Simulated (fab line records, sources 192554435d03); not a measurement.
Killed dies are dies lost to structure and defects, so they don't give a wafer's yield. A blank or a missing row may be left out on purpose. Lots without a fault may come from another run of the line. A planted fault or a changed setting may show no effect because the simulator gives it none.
fab line records | flow n5_finfet
record lots=8 wafers=23 last_day=17
route steps=1938 shown BEOL_M4@1111 BEOL_M9@1438 PASSIVATION@1936
lots that met no fault: from a run of the same line without faults
start_h: hours from the record's first day to the start of the lot's first wafer shown | wait_h: hours since the lot's step before | " the same as in the row above | L1.1+2: a row that stands for several wafers | - no value, or no start given | * or withheld: withheld | < > ~ a bound
route shown NAME@n: a module of which the file shows steps, and the number in the route of the first | usual: mean/standard deviation of fault-free wafers | same: alike in all rows | chamber/n: place in a boat | sites: the reading at each site | _std_site: their standard deviation | _edge_site: outer sites' mean less inner sites' | radius_mm: how far each site lies from the wafer's centre | mask NAME#n: copy n | behind: the tool/chamber that last shaped the wafer | hold: why the lot was held/for how many hours/how that ended | device: the transistor (n, p or np) that didn't switch | end of line: the same wafers' tests at the end of the route | a step without rows: its recipe alone | killed: dies lost to structure and defects at the first sort, not the wafer's yield | map: a wafer's dies, x killed, . not, _ none there
set.NAME: the setting as run; set.NAME@STEP: as run at that earlier step | model.NAME: the simulator's own value behind a step, which no gauge read
steps of the route over a sample of lots; a table a step, a row a wafer
services: from which hour (start_h, from the record's first day; less than 0 if before it) a tool's chamber was out of use, for how many hours, and why
## steps
# step N5_BEOL_M4_RC_MEAS_101
# usual DIBL_N=36.5/2 DIBL_P=36.5/2.3 IOFF_N=0.16/0.036 IOFF_P=0.21/0.037 ION_N=672/12 ION_P=459/7.1 SS_N=71.6/0.73 SS_P=73.4/0.76 VT_N=250/3.3 VT_P=-250.5/2.9
# columns lot.wafer tool chamber start_h wait_h DIBL_N[mV/V] DIBL_P[mV/V] IOFF_N[nA/um] IOFF_P[nA/um] ION_N[uA/um] ION_P[uA/um] SS_N[mV/dec] SS_P[mV/dec] VT_N[mV] VT_P[mV]
L283.2 prober-02 0 182.99 0.2 31.8 34.0 0.12 0.17 671 462 71.2 72.4 252 -250.3
L283.5 " 0 " " 33.0 34.7 0.13 0.17 659 450 70.6 72.4 254 -253.8
L283.6 " 0 " " 34.4 37.4 0.16 0.20 675 461 70.9 73.5 250 -249.8
L285.3 prober-01 0 186.54 0.3 36.6 33.7 0.13 0.17 661 458 71.9 72.1 251 -253.6
L285.5 " 0 " " 36.1 33.6 0.13 0.18 668 455 70.7 72.0 251 -250.0
L285.6 " 0 " " 38.4 36.9 0.17 0.22 687 471 72.0 73.1 245 -247.1
L289.3 prober-02 0 201.96 0.3 37.3 35.9 0.20 0.24 665 450 71.8 73.2 244 -250.3
L289.4 " 0 " " 36.1 35.1 0.18 0.24 679 467 71.3 73.1 249 -250.9
L289.5 " 0 " " 35.4 33.9 0.17 0.21 689 470 71.3 73.8 246 -248.8
L291.2 prober-01 0 227.04 0.2 36.7 35.7 0.15 0.18 670 459 70.9 73.6 249 -253.0
L291.5 " 0 " " 34.2 33.3 0.12 0.16 660 451 70.6 72.8 252 -255.4
L291.6 " 0 " " 36.2 34.4 0.14 0.17 665 450 70.7 73.2 250 -252.7
L294.3 prober-02 0 260.43 0.3 36.6 37.2 0.17 0.23 676 463 71.1 73.9 250 -246.2
L294.4 " 0 " " 37.1 38.2 0.18 0.26 684 472 71.7 74.3 246 -246.0
L294.5 " 0 " " 34.2 34.3 0.12 0.18 663 460 70.6 72.4 255 -249.6
L299.1 prober-02 0 262.70 0.0 37.0 35.9 0.15 0.20 671 459 72.1 73.0 251 -251.3
L299.6 " 0 " " 37.3 35.8 0.14 0.21 660 457 71.6 72.7 251 -249.5
L301.2 prober-02 0 274.28 0.2 35.3 33.9 0.13 0.20 667 463 70.7 72.7 253 -247.5
L301.4 " 0 " " 35.1 33.6 0.13 0.19 671 464 70.4 72.4 252 -250.6
L301.5 " 0 " " 36.7 35.6 0.15 0.23 679 470 71.5 73.3 249 -247.3
L304.4 prober-01 0 297.56 0.5 39.5 41.0 0.23 0.29 697 475 71.6 74.7 243 -246.4
L304.5 " 0 " " 36.8 37.8 0.18 0.24 688 464 71.4 73.5 246 -246.8
L304.6 " 0 " " 34.2 34.2 0.12 0.17 664 459 71.0 72.8 254 -250.7
# step N5_BEOL_M9_ETCH_76
# recipe chemistry=N2/H2 target=underlayer target_depth_a=65 mask_material=CAR-EUV time_s=5.2 ion_energy_ev=200 pressure_mtorr=30 source_w=840 bias_w=150 n2_flow_sccm=200 h2_flow_sccm=200 ends=cleared
# usual drypump_motor_current_A=5.8/0.58 etch_rf_on_time_s=5.21/0.094 oes_product_au=0.66/0.072 rf_vpp_V=523.0/2.6 showerhead_plenum_p_Torr=2.51/0.079 throttle_valve_pct=17.76/0.27
# columns lot.wafer tool chamber start_h wait_h drypump_motor_current_A etch_rf_on_time_s oes_product_au rf_hours_counter_h rf_vpp_V showerhead_plenum_p_Torr throttle_valve_pct
L283.2 rie_diel-02 0 228.26 0.0 5.7 5.45 0.59 237 525.7 2.63 18.52
L283.5 " 3 " " 6.6 5.02 0.73 - 524.6 2.46 17.30
L283.6 " 0 " " 5.7 5.41 0.58 - 526.7 2.63 18.52
L285.3 rie_diel-04 2 240.76 0.0 5.2 5.41 0.62 166 523.1 2.53 17.58
L285.5 " 1 " " 5.3 5.23 0.70 - 522.1 2.46 17.59
L285.6 " 0 " " 5.9 5.34 0.62 - 515.9 2.36 17.92
L289.3 rie_diel-02 3 243.07 0.0 6.6 5.01 0.73 65 519.4 2.46 17.30
L289.4 " 2 " " 4.6 5.10 0.77 - 524.8 2.59 17.66
L289.5 " 3 " " 6.6 4.99 0.73 - 521.0 2.46 17.31
L291.2 rie_diel-02 2 274.77 0.0 4.7 5.09 0.75 30 522.4 2.59 17.68
L291.5 " 1 " " 6.6 5.39 0.56 - 528.9 2.63 18.16
L291.6 " 3 " " 6.6 5.07 0.71 - 520.2 2.45 17.35
L294.3 rie_diel-02 3 309.18 0.0 6.6 5.10 0.69 89 520.7 2.45 17.33
L294.4 " 0 " " 5.8 5.37 0.81 6 525.0 2.62 18.10
L294.5 " 0 " " 5.7 5.37 0.81 - 525.6 2.62 18.10
L299.1 rie_diel-04 0 312.78 0.0 5.9 5.23 0.61 170 520.0 2.35 17.96
L299.6 " 0 " " 5.9 5.21 0.61 - 518.3 2.35 17.97
L301.2 rie_diel-04 2 319.66 0.0 5.2 5.34 0.61 189 522.9 2.52 17.60
L301.4 " 1 " " 5.3 5.18 0.68 - 522.2 2.45 17.62
L301.5 " 3 " " 6.2 5.16 0.60 - 523.9 2.49 17.85
L304.4 rie_diel-03 1 347.53 0.0 6.3 5.19 0.75 - 524.3 2.60 17.27
L304.5 " 3 " " 5.8 5.29 0.61 - 524.9 2.56 17.84
L304.6 " 0 " " 5.1 5.10 0.79 - 522.2 2.48 17.77
# step N5_BEOL_M9_DEGAS_44
# recipe ambient=vacuum temp_c=250 time_s=60
# usual heater_power_w=334/23
# same time_s=60
# columns lot.wafer tool chamber start_h wait_h heater_power_w
L283.2 pvd_sputter-02 - 229.20 0.2 348
L283.5 " - " " 334
L283.6 " - " " 369
L285.3 pvd_sputter-02 - 241.71 0.2 338
L285.5 " - " " 327
L285.6 " - " " 372
L289.3 pvd_sputter-03 - 246.27 2.1 324
L289.4 " - " " 296
L289.5 " - " " 323
L291.2 pvd_sputter-01 - 276.07 0.4 343
L291.5 " - " " 313
L291.6 " - " " 328
L294.3 pvd_sputter-01 - 310.24 0.3 346
L294.4 " - " " 328
L294.5 " - " " 314
L299.1 pvd_sputter-01 - 313.72 0.3 351
L299.6 " - " " 318
L301.2 pvd_sputter-02 - 321.04 0.7 367
L301.4 " - " " 336
L301.5 " - " " 365
L304.4 pvd_sputter-03 - 348.51 0.2 291
L304.5 " - " " 292
L304.6 " - " " 320
# step N5_BEOL_M9_ALD_74
# recipe material=TaN target_thk_a=20 temp_c=275 ald_precursor_family=PDMAT ald_co_reactant=NH3 pressure_torr=3 carrier_flow_sccm=1500 pulse_time_s=2 purge_time_s=3 co_reactant_purge_time_s=2 co_reactant_pulse_time_s=3 ald_cycles=40 precursor_vessel_temp_c=75 precursor_vessel_pressure_torr=26.25 precursor_vessel_carrier_sccm=1000
# usual heater_power_w=403/48
# same purge_time_s=3
# columns lot.wafer tool chamber start_h wait_h heater_power_w
L283.2 ald_metal-01 1 229.30 0.0 422
L283.5 " 2 " " 301
L283.6 " 3 " " 477
L285.3 ald_metal-03 2 241.83 0.1 435
L285.5 " 1 " " 359
L285.6 " 0 " " 492
L289.3 ald_metal-02 1 246.43 0.1 430
L289.4 " 0 " " 367
L289.5 " 0 " " 367
L291.2 ald_metal-03 1 276.23 0.1 363
L291.5 " 0 " " 485
L291.6 " 1 " " 364
L294.3 ald_metal-03 2 310.45 0.1 445
L294.4 " 0 " " 492
L294.5 " 0 " " 501
L299.1 ald_metal-02 0 313.99 0.2 378
L299.6 " 3 " " 373
L301.2 ald_metal-02 2 321.14 0.0 411
L301.4 " 1 " " 429
L301.5 " 0 " " 367
L304.4 ald_metal-01 2 348.61 0.0 303
L304.5 " 3 " " 482
L304.6 " 0 " " 339
# step N5_BEOL_M9_CMP_52
# recipe stop_on=SiCOH_lowk t_overpolish_s=7 down_force_psi=1 platen_rpm=50 clearing_platen_down_force_psi=1.5 clearing_platen_rpm=50 post_cmp_clean=cu_alkaline target_thk_nm=140 clearing_platen_pad_velocity_m_s=0.99484 pad_velocity_m_s=0.99484
# usual barrier_field_endpoint_s=28.6/0.72 motor_current_A=6.3/0.59 overpolish_run_s=7.000/0.0091 slurry_filter_dp_kPa=13.49/0.14 time_to_endpoint_s=65/3.2
# columns lot.wafer tool chamber start_h wait_h barrier_field_endpoint_s motor_current_A overpolish_run_s slurry_filter_dp_kPa time_to_endpoint_s
L283.2 cmp-01 2 230.40 0.3 27.8 6.4 6.999 13.72 58
L283.6 " 0 " " 29.7 5.0 7.004 13.36 67
L283.5 " 1 " " 28.4 6.4 7.001 13.46 62
L285.3 cmp-01 1 243.13 0.2 28.3 6.5 6.998 13.45 66
L285.5 " 3 " " 29.4 7.1 7.005 13.20 68
L285.6 " 0 " " 29.3 5.1 6.997 13.53 69
L289.3 cmp-04 3 248.02 0.2 29.2 7.1 6.996 13.34 68
L289.4 " 0 " " 29.2 6.5 7.009 13.54 67
L289.5 " 2 " " 28.6 6.6 7.005 13.42 64
L291.2 cmp-04 0 278.94 0.2 28.0 6.7 7.027 13.78 66
L291.6 " 3 " " 28.6 7.2 6.988 13.44 65
L291.5 " 0 " " 29.1 6.2 6.988 13.71 65
L294.3 cmp-01 1 313.63 0.2 28.3 6.1 6.982 13.47 63
L294.4 " 2 " " 27.8 6.6 7.010 13.64 57
L294.5 " 1 " " 28.9 6.6 7.007 13.70 61
L299.1 cmp-04 2 317.10 0.4 46.9 6.3 0.048 13.18 87
L299.6 " 3 " " 28.7 7.3 7.007 13.22 69
L301.4 cmp-03 1 325.31 0.2 28.6 6.4 6.998 13.72 64
L301.2 " 2 " " 29.0 6.3 6.998 13.71 70
L301.5 " 3 " " 29.6 6.5 6.993 13.40 69
L304.4 cmp-01 0 350.15 0.2 28.1 5.1 6.998 13.41 66
L304.5 " 1 " " 27.5 6.5 7.002 13.30 63
L304.6 " 2 " " 26.6 6.3 6.992 13.58 57
# step N5_BEOL_M9_THK_MEAS_53
# recipe thk_meas_gauge=xrf reads=Cu_of_BEOL_M9_ECD_50
# usual M9_THK=141/3.1
# columns lot.wafer tool chamber start_h wait_h M9_THK[nm]
L283.2 film_metro-01 - 230.62 - 133
L283.5 " - " " 143
L283.6 " - " " 135
L285.3 film_metro-01 - 243.35 - 138
L285.5 " - " " 143
L285.6 " - " " 141
L289.3 film_metro-01 - 248.27 - 145
L289.4 " - " " 147
L289.5 " - " " 147
L291.2 film_metro-02 - 279.20 - 145
L291.5 " - " " 137
L291.6 " - " " 145
L294.3 film_metro-01 - 313.89 - 145
L294.4 " - " " 140
L294.5 " - " " 142
L299.1 film_metro-01 - 317.28 - 254
L299.6 " - " " 141
L301.2 film_metro-01 - 325.53 - 140
L301.4 " - " " 140
L301.5 " - " " 144
L304.4 film_metro-02 - 350.33 - 143
L304.5 " - " " 140
L304.6 " - " " 138
# step N5_BEOL_M9_INSPECT_58
# recipe inspect_instrument=darkfield mode=post_dep
# usual raw_defect_count=70/24
# columns lot.wafer tool chamber start_h wait_h raw_defect_count
L283.2 defect_inspect-01 - 230.81 0.0 97
L283.5 " - " " 76
L283.6 " - " " 58
L285.3 defect_inspect-02 - 243.52 0.0 70
L285.5 " - " " 48
L285.6 " - " " 46
L289.3 defect_inspect-02 - 248.44 0.0 40
L289.4 " - " " 44
L289.5 " - " " 31
L291.2 defect_inspect-01 - 279.36 0.0 128
L291.5 " - " " 96
L291.6 " - " " 108
L294.3 defect_inspect-02 - 314.05 0.0 71
L294.4 " - " " 110
L294.5 " - " " 87
L299.1 defect_inspect-01 - 317.44 0.0 4290
L299.6 " - " " 37
L301.2 defect_inspect-01 - 325.69 0.0 81
L301.4 " - " " 67
L301.5 " - " " 54
L304.4 defect_inspect-01 - 350.50 0.0 105
L304.5 " - " " 37
L304.6 " - " " 48
# step N5_PASSIVATION_PROBE_49
# usual defect_limited_yield=91.4/1.4 killed_at_M0_to_M3=33/11 killed_at_M4_up=13/5.3 killed_at_contacts=13/6.1 killed_at_front_end=40/11 killed_at_other=2.9/2.7 killed_dies=102/17 killed_on_rim=14/4.2 killed_open=68/13 killed_short=32/7.5 sort_bin_4_leakage=0.00/0.022 sort_bin_5_function=5.1/0.98 sort_bin_6_memory=3.2/0.69 sort_n_pass=1077/21 sort_yield_pct=91.3/1.7
# same gross_dies=1180 killed_at_back_side=0 sort_bin_8_speed[%]=0
# columns lot.wafer tool chamber start_h wait_h defect_limited_yield[%] killed_at_M0_to_M3 killed_at_M4_up killed_at_contacts killed_at_front_end killed_at_other killed_dies killed_on_rim killed_open killed_short sort_bin_4_leakage[%] sort_bin_5_function[%] sort_bin_6_memory[%] sort_n_pass sort_yield_pct[%]
L283.2 prober-01 - 296.84 0.1 91.1 28 12 13 47 5 105 10 65 37 0 5.2 3.4 1075 91.1
L283.5 prober-01 - 296.99 0.2 91.3 40 11 18 31 3 103 15 56 40 0 4.7 2.9 1077 91.3
L283.6 prober-01 - 297.04 0.3 90.9 37 14 11 44 1 107 12 68 39 0 4.9 4.0 1073 90.9
L285.3 prober-01 - 305.62 0.1 90.7 24 9 22 53 2 110 13 67 41 0 5.2 3.6 1070 90.7
L285.5 prober-01 - 305.72 0.2 91.2 32 10 28 31 3 104 15 68 36 0 6.0 2.6 1076 91.2
L285.6 prober-01 - 305.77 0.3 89.9 28 22 33 33 3 119 20 75 41 0 6.0 3.3 1061 89.9
L289.3 prober-02 - 320.54 0.1 93.5 21 11 20 24 1 77 5 52 24 0 3.1 3.1 1103 93.5
L289.4 prober-02 - 320.59 0.2 94.1 16 12 15 26 1 70 7 51 19 0 3.9 1.8 1110 94.1
L289.5 prober-02 - 320.64 0.2 94.6 18 11 9 25 1 64 9 39 25 0 3.2 1.9 1116 94.6
L291.2 prober-02 - 350.64 0.1 91.9 36 19 9 31 1 96 10 69 26 0 4.2 3.6 1084 91.9
L291.5 prober-02 - 350.79 0.2 92.6 23 11 7 42 4 87 2 60 27 0 4.2 3.0 1093 92.6
L291.6 prober-02 - 350.84 0.3 88.1 44 14 11 71 1 141 23 92 49 0 6.4 4.8 1039 88.1
L299.1 prober-02 - 383.31 0.0 0 24 1105 17 34 0 1180 152 63 31 0 4.2 3.3 0 0
L299.6 prober-02 - 383.56 0.3 93.0 34 7 16 26 0 83 7 58 23 0 3.5 3.2 1097 93.0
L294.3 prober-02 - 390.38 0.1 91.6 36 11 11 28 13 99 10 66 32 0 4.6 3.3 1081 91.6
L294.4 prober-02 - 390.43 0.2 92.5 28 7 13 36 4 88 19 57 31 0 3.9 3.2 1092 92.5
L294.5 prober-02 - 390.48 0.2 90.9 39 12 10 41 5 107 14 75 30 0 5.3 3.5 1073 90.9
L301.2 prober-02 - 395.53 0.1 90.7 21 16 8 60 5 110 20 68 42 0 4.8 4.2 1070 90.7
L301.4 prober-02 - 395.63 0.2 90.3 22 11 23 58 1 115 12 70 42 0 5.8 3.4 1065 90.3
L301.5 prober-02 - 395.68 0.2 91.3 20 13 11 56 3 103 11 66 37 0 5.5 3.0 1077 91.3
L304.4 prober-02 - 411.35 0.2 91.0 30 16 13 43 4 106 18 72 33 0.08 6.4 2.3 1073 90.9
L304.5 prober-02 - 411.40 0.2 93.3 36 11 7 24 1 79 11 49 29 0 3.5 3.0 1101 93.3
L304.6 prober-02 - 411.45 0.3 89.5 52 16 9 44 3 124 22 83 40 0 6.4 4.0 1056 89.5
# killed by level:class
L283.2 FIN_SAQP:geometric_particle:short=21 MOL_CONTACT_COAG:geometric_particle:open=11 FIN_SAQP:geometric_particle:open=9 BEOL_M0_SAQP:geometric_particle:open=7 BEOL_M0:geometric_particle:open=7 BEOL_M3:geometric_particle:open=5 BEOL_M4:geometric_particle:open=5 STARTING-WAFER:geometric_particle:open=5
L283.5 MOL_CONTACT_COAG:geometric_particle:open=16 FIN_SAQP:geometric_particle:short=13 BEOL_M0_SAQP:geometric_particle:open=10 BEOL_M0_SAQP:geometric_particle:short=9 BEOL_M3:geometric_particle:open=8 STARTING-WAFER:geometric_particle:short=6 HKMG_FIN:area_etch=6 BEOL_M2:geometric_particle:open=5
L283.6 FIN_SAQP:geometric_particle:short=19 FIN_SAQP:geometric_particle:open=10 MOL_CONTACT_COAG:geometric_particle:open=10 BEOL_M0_SAQP:geometric_particle:short=9 BEOL_M3:geometric_particle:open=8 BEOL_M4:geometric_particle:open=7 BEOL_M0_SAQP:geometric_particle:open=7 STI_FIN_REVEAL:geometric_particle:open=5
L285.3 FIN_SAQP:geometric_particle:open=19 FIN_SAQP:geometric_particle:short=13 MOL_CONTACT_COAG:geometric_particle:open=13 MOL_CONTACT_COAG:geometric_particle:short=9 BEOL_M3:geometric_particle:open=6 BEOL_M4:geometric_particle:open=6 STARTING-WAFER:geometric_particle:open=6 BEOL_M0_SAQP:geometric_particle:short=4
L285.5 MOL_CONTACT_COAG:geometric_particle:open=22 FIN_SAQP:geometric_particle:open=10 STI_FIN_REVEAL:geometric_particle:open=9 BEOL_M0_SAQP:geometric_particle:short=7 MOL_CONTACT_COAG:geometric_particle:short=6 BEOL_M4:geometric_particle:open=6 BEOL_M0_SAQP:geometric_particle:open=5 BEOL_M0:geometric_particle:short=5
L285.6 MOL_CONTACT_COAG:geometric_particle:open=24 MOL_CONTACT_COAG:geometric_particle:short=9 BEOL_M1:geometric_particle:open=9 BEOL_M4:geometric_particle:open=9 FIN_SAQP:geometric_particle:open=8 STI_FIN_REVEAL:geometric_particle:open=5 GATE_CUT:geometric_particle:short=5 BEOL_M1:geometric_particle:short=4
L289.3 MOL_CONTACT_COAG:geometric_particle:open=16 FIN_SAQP:geometric_particle:short=8 FIN_SAQP:geometric_particle:open=6 BEOL_M4:geometric_particle:open=6 BEOL_M1:geometric_particle:open=5 MOL_CONTACT_COAG:geometric_particle:short=4 BEOL_M0_SAQP:geometric_particle:short=4 BEOL_M2:geometric_particle:open=4
L289.4 MOL_CONTACT_COAG:geometric_particle:open=9 FIN_SAQP:geometric_particle:open=8 BEOL_M4:geometric_particle:open=7 MOL_CONTACT_COAG:geometric_particle:short=6 BEOL_M1:geometric_particle:open=5 GATE_CUT:geometric_particle:short=4 BEOL_M0_SAQP:geometric_particle:open=4 BEOL_M3:geometric_particle:open=3
L289.5 MOL_CONTACT_COAG:geometric_particle:open=6 GATE_CUT:geometric_particle:open=5 BEOL_M4:geometric_particle:open=5 GATE_CUT:geometric_particle:short=4 BEOL_M1:geometric_particle:open=4 MOL_CONTACT_COAG:geometric_particle:short=3 BEOL_M0_SAQP:geometric_particle:open=3 BEOL_M3:geometric_particle:open=3
L291.2 BEOL_M4:geometric_particle:open=11 BEOL_M0_SAQP:geometric_particle:open=10 STI_FIN_REVEAL:geometric_particle:open=9 MOL_CONTACT_COAG:geometric_particle:open=8 BEOL_M0_SAQP:geometric_particle:short=7 BEOL_M3:geometric_particle:open=7 FIN_SAQP:geometric_particle:open=4 GATE_CUT:geometric_particle:short=4
L291.5 STI_FIN_REVEAL:geometric_particle:open=14 BEOL_M3:geometric_particle:open=9 FIN_SAQP:geometric_particle:short=8 MOL_CONTACT_COAG:geometric_particle:open=6 BEOL_M1:geometric_particle:open=5 BEOL_M4:geometric_particle:open=5 FIN_SAQP:geometric_particle:open=4 BEOL_M0_SAQP:geometric_particle:short=4
L291.6 STI_FIN_REVEAL:geometric_particle:open=18 FIN_SAQP:geometric_particle:open=15 FIN_SAQP:geometric_particle:short=15 BEOL_M2:geometric_particle:open=10 BEOL_M0_SAQP:geometric_particle:open=9 MOL_CONTACT_COAG:geometric_particle:open=8 BEOL_M0_SAQP:geometric_particle:short=8 BEOL_M3:geometric_particle:open=8
L299.1 BEOL_M9:area_cmp=1086 MOL_CONTACT_COAG:geometric_particle:open=13 FIN_SAQP:geometric_particle:short=10 BEOL_M4:geometric_particle:open=9 BEOL_M2:geometric_particle:open=6 STARTING-WAFER:geometric_particle:open=6 FIN_SAQP:geometric_particle:open=4 STI_FIN_REVEAL:geometric_particle:open=4
L299.6 STI_FIN_REVEAL:geometric_particle:open=9 BEOL_M1:geometric_particle:open=8 MOL_CONTACT_COAG:geometric_particle:open=8 BEOL_M0:geometric_particle:open=8 MOL_CONTACT_COAG:geometric_particle:short=6 BEOL_M2:geometric_particle:open=5 FIN_SAQP:geometric_particle:open=4 FIN_SAQP:geometric_particle:short=4
L294.3 BEOL_M0_SAQP:geometric_particle:open=11 BEOL_M0_SAQP:geometric_particle:short=10 MOL_CONTACT_COAG:geometric_particle:open=9 STARTING-WAFER:geometric_particle:short=7 FIN_SAQP:geometric_particle:open=6 BEOL_M2:geometric_particle:open=6 PASS1_CAP:geometric_particle:open=5 GATE_CUT:geometric_particle:open=4
L294.4 BEOL_M2:geometric_particle:open=12 FIN_SAQP:geometric_particle:open=11 MOL_CONTACT_COAG:geometric_particle:open=10 GATE_CUT:geometric_particle:short=8 BEOL_M0_SAQP:geometric_particle:open=4 BEOL_M0_SAQP:geometric_particle:short=4 STARTING-WAFER:geometric_particle:short=4 STARTING-WAFER:geometric_particle:open=4
L294.5 FIN_SAQP:geometric_particle:open=12 MOL_CONTACT_COAG:geometric_particle:open=9 BEOL_M4:geometric_particle:open=9 FIN_SAQP:geometric_particle:short=8 BEOL_M2:geometric_particle:open=8 BEOL_M0_SAQP:geometric_particle:open=7 BEOL_M0_SAQP:geometric_particle:short=7 BEOL_M1:geometric_particle:open=7
L301.2 FIN_SAQP:geometric_particle:open=14 FIN_SAQP:geometric_particle:short=11 STI_FIN_REVEAL:geometric_particle:open=11 GATE_CUT:geometric_particle:short=9 BEOL_M4:geometric_particle:open=7 MOL_CONTACT_COAG:geometric_particle:open=5 BEOL_M0_SAQP:geometric_particle:open=5 BEOL_M0_SAQP:geometric_particle:short=4
L301.4 FIN_SAQP:geometric_particle:open=23 MOL_CONTACT_COAG:geometric_particle:open=17 FIN_SAQP:geometric_particle:short=12 BEOL_M0_SAQP:geometric_particle:short=7 STI_FIN_REVEAL:geometric_particle:open=5 BEOL_M0_SAQP:geometric_particle:open=5 MOL_CONTACT_COAG:geometric_particle:short=4 ILD0:geometric_particle:short=4
L301.5 STI_FIN_REVEAL:geometric_particle:open=14 FIN_SAQP:geometric_particle:short=14 FIN_SAQP:geometric_particle:open=10 MOL_CONTACT_COAG:geometric_particle:open=9 BEOL_M4:geometric_particle:open=9 GATE_CUT:geometric_particle:short=7 BEOL_M1:geometric_particle:open=6 BEOL_M0_SAQP:geometric_particle:short=5
L304.4 FIN_SAQP:geometric_particle:open=12 FIN_SAQP:geometric_particle:short=11 MOL_CONTACT_COAG:geometric_particle:open=9 BEOL_M4:geometric_particle:open=9 STI_FIN_REVEAL:geometric_particle:open=8 BEOL_M1:geometric_particle:open=8 BEOL_M0_SAQP:geometric_particle:open=7 DUMMY_GATE:geometric_particle:open=5
L304.5 STI_FIN_REVEAL:geometric_particle:open=10 BEOL_M3:geometric_particle:short=9 BEOL_M1:geometric_particle:open=7 MOL_CONTACT_COAG:geometric_particle:open=6 BEOL_M2:geometric_particle:open=6 BEOL_M3:geometric_particle:open=6 FIN_SAQP:geometric_particle:short=4 BEOL_M0_SAQP:geometric_particle:short=4
L304.6 FIN_SAQP:geometric_particle:open=17 BEOL_M2:geometric_particle:open=12 BEOL_M0_SAQP:geometric_particle:short=10 BEOL_M1:geometric_particle:open=9 STI_FIN_REVEAL:geometric_particle:open=8 MOL_CONTACT_COAG:geometric_particle:open=7 FIN_SAQP:geometric_particle:short=6 BEOL_M3:geometric_particle:short=6
## services
# columns tool chamber start_h hours kind
rie_diel-04 1 209.51 16.5 repair
ald_metal-03 - 214.41 0.8 repair
cmp-04 - 234.55 4.6 pm
rie_diel-02 0 238.33 5.8 repair
cmp-03 - 238.57 4.0 pm
cmp-01 - 263.32 4.0 pm
cmp-01 - 267.32 - consumable_replace:conditioner
cmp-01 - 267.32 - consumable_replace:pad
cmp-01 - 271.26 0.5 repair
rie_diel-03 - 271.55 14.6 pm
ald_metal-01 - 272.75 4.3 pm
cmp-01 - 273.23 6.1 pm
rie_diel-02 0 274.53 - clean
rie_diel-02 0 274.53 - consumable_replace:focus_ring
rie_diel-02 0 274.53 14.8 scheduled_down
rie_diel-02 0 274.53 14.8 vent_cycle
ald_metal-01 - 286.60 28.1 pm
rie_diel-03 0 318.78 21.1 repair
rie_diel-04 0 319.25 5.6 repair
rie_diel-02 1 330.24 - clean
rie_diel-02 1 330.24 - consumable_replace:focus_ring
ald_metal-03 - 337.25 14.0 pm
cmp-01 - 338.09 1.4 repair
cmp-04 - 339.24 4.0 pm
## key
first_sign step=N5_BEOL_M9_CMP_52 reading=overpolish_run_s direction=down sigmas=99+ usual=7.000 struck=0.048
effect step=N5_BEOL_M9_CMP_52 reading=barrier_field_endpoint_s direction=up sigmas=25 usual=28.6 struck=46.9
effect step=N5_BEOL_M9_THK_MEAS_53 reading=M9_THK direction=up sigmas=37 usual=141 struck=254
effect step=N5_BEOL_M9_INSPECT_58 reading=raw_defect_count direction=up sigmas=99+ usual=70 struck=4290
effect step=N5_PASSIVATION_PROBE_49 reading=killed_at_M4_up direction=up sigmas=99+ usual=13 struck=1105
more_kills_born_at N5_BEOL_M9_CMP_52@cmp-04=1086
met_at N5_BEOL_M9_CMP_52
struck_lots L299
struck_wafers L299.1
later_rows_left_out L299.1
not_acting_at N5_BEOL_M9_ETCH_76,N5_BEOL_M9_DEGAS_44,N5_BEOL_M9_ALD_74
onset_between 278.94 317.10
fault kind=process_parameter_drift tool=cmp-04 chamber=- onset_h=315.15 steps=N5_BEOL_M9_CMP_52 channel=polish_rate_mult offset=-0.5 shape=step end_h=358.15 scope=struck_wafers_only
# later_rows_left_out: the simulator's readings of these wafers behind a module that went badly wrong aren't trusted and aren't shown, but for the sort
